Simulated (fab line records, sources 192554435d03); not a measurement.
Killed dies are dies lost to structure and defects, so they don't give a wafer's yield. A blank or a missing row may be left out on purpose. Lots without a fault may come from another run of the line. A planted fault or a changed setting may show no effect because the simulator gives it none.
Chamber matching | flow n5_finfet | N5_BEOL_M2_ALD_84 on ald_metal-01: 4 sister chambers
The step deposits TaN, pulse time 2 s, purge time 3 s, co reactant purge time 2 s. 16 wafers are shown with their chamber, then 8 later ones without.

WAFERS WITH THEIR CHAMBER
wafer  | chamber | heater_power_w (W) | precursor_vessel_temp_c (C)
L075.2 | 0       | 452                | 75.00
L075.5 | 3       | 441                | 75.15
L075.6 | 2       | 523                | 75.09
L080.3 | 1       | 367                | 75.06
L080.4 | 0       | 452                | 74.99
L080.5 | 2       | 520                | 75.09
L084.1 | 3       | 453                | 75.10
L084.4 | 2       | 506                | 74.90
L084.6 | 3       | 446                | 75.15
L086.1 | 3       | 442                | 75.01
L086.2 | 1       | 365                | 75.35
L086.3 | 0       | 450                | 74.79
L087.1 | 0       | 455                | 74.95
L087.2 | 1       | 365                | 74.96
L087.4 | 3       | 430                | 74.87
L088.1 | 0       | 451                | 74.85

SIGNATURES (means of the wafers above)
reading                 | chamber 0 | chamber 1 | chamber 2 | chamber 3 | scatter within a chamber
heater_power_w          | 452.00    | 365.67    | 516.33    | 442.40    | 6.21
precursor_vessel_temp_c | 74.9160   | 75.1233   | 75.0267   | 75.0560   | 0.128
Rule: a wafer's distance from a chamber is the root of the sum, over the readings, of the square of ((its reading less the chamber's mean) divided by the reading's scatter). The wafer belongs to the nearest chamber; if the next one is less than 2 further off, it can't be placed. The scatter: the root of (the sum of the squares of (reading less its chamber's mean) over the shown wafers, divided by (wafers less chambers)).

WAFERS WITHOUT THEIR CHAMBER
wafer  | heater_power_w (W) | precursor_vessel_temp_c (C)
L088.3 | 450                | 75.10
L088.5 | 528                | 75.13
L092.2 | 536                | 74.97
L092.4 | 442                | 75.16
L092.6 | 530                | 74.92
L093.1 | 525                | 74.84
L093.5 | 514                | 74.88
L093.6 | 448                | 75.04

WHICH CHAMBER EACH WENT THROUGH
wafer  | from the rows above     | in truth
L088.3 | can't be placed: 3 or 0 | 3
L088.5 | 2                       | 2
L092.2 | 2                       | 2
L092.4 | can't be placed: 3 or 0 | 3
L092.6 | 2                       | 2
L093.1 | 2                       | 2
L093.5 | 2                       | 2
L093.6 | can't be placed: 3 or 0 | 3
Placed correctly: 5 of 8. Can't be placed from these rows: 3 (the true chamber is among the candidates in 3). Placed wrongly: 0.
